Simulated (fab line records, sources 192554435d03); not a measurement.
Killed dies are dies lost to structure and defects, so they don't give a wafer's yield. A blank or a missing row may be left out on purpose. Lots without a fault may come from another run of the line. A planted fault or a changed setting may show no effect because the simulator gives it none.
Chamber matching | flow n5_finfet | N5_MOL_CONTACT_COAG_ALD_27 on ald_sin-04: 4 sister chambers
The step deposits SiOC, target thk 17 nm, pulse time 1.5 s, time 2720 s. 14 wafers are shown with their chamber, then 7 later ones without.

WAFERS WITH THEIR CHAMBER
wafer  | chamber | heater_power_w (W) | precursor_pulse_height_rel
L393.2 | 2       | 871                | 0.970
L393.4 | 1       | 777                | 1.022
L393.6 | 0       | 817                | 1.007
L396.1 | 3       | 816                | 1.036
L396.2 | 1       | 760                | 1.016
L396.6 | 1       | 768                | 0.989
L398.1 | 2       | 881                | 0.996
L398.3 | 0       | 774                | 1.008
L398.5 | 0       | 788                | 0.998
L406.1 | 0       | 813                | 0.999
L406.3 | 3       | 787                | 1.003
L406.6 | 1       | 778                | 0.994
L410.2 | 1       | 764                | 1.008
L410.3 | 0       | 788                | 1.041

SIGNATURES (means of the wafers above)
reading                    | chamber 0 | chamber 1 | chamber 2 | chamber 3 | scatter within a chamber
heater_power_w             | 796.00    | 769.40    | 876.00    | 801.50    | 14.4
precursor_pulse_height_rel | 1.01060   | 1.00580   | 0.98300   | 1.01950   | 0.0171
Rule: a wafer's distance from a chamber is the root of the sum, over the readings, of the square of ((its reading less the chamber's mean) divided by the reading's scatter). The wafer belongs to the nearest chamber; if the next one is less than 2 further off, it can't be placed. The scatter: the root of (the sum of the squares of (reading less its chamber's mean) over the shown wafers, divided by (wafers less chambers)).

WAFERS WITHOUT THEIR CHAMBER
wafer  | heater_power_w (W) | precursor_pulse_height_rel
L410.5 | 909                | 0.980
L414.3 | 779                | 1.011
L414.5 | 797                | 0.984
L414.6 | 865                | 0.998
L415.1 | 832                | 0.981
L415.2 | 818                | 0.958
L415.6 | 792                | 0.984

WHICH CHAMBER EACH WENT THROUGH
wafer  | from the rows above               | in truth
L410.5 | 2                                 | 2
L414.3 | can't be placed: 1 or 0 or 3      | 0
L414.5 | can't be placed: 0 or 3 or 1      | 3
L414.6 | 2                                 | 2
L415.1 | can't be placed: 0 or 2 or 3 or 1 | 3
L415.2 | can't be placed: 0 or 3 or 2 or 1 | 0
L415.6 | can't be placed: 0 or 1 or 3      | 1
Placed correctly: 2 of 7. Can't be placed from these rows: 5 (the true chamber is among the candidates in 5). Placed wrongly: 0.
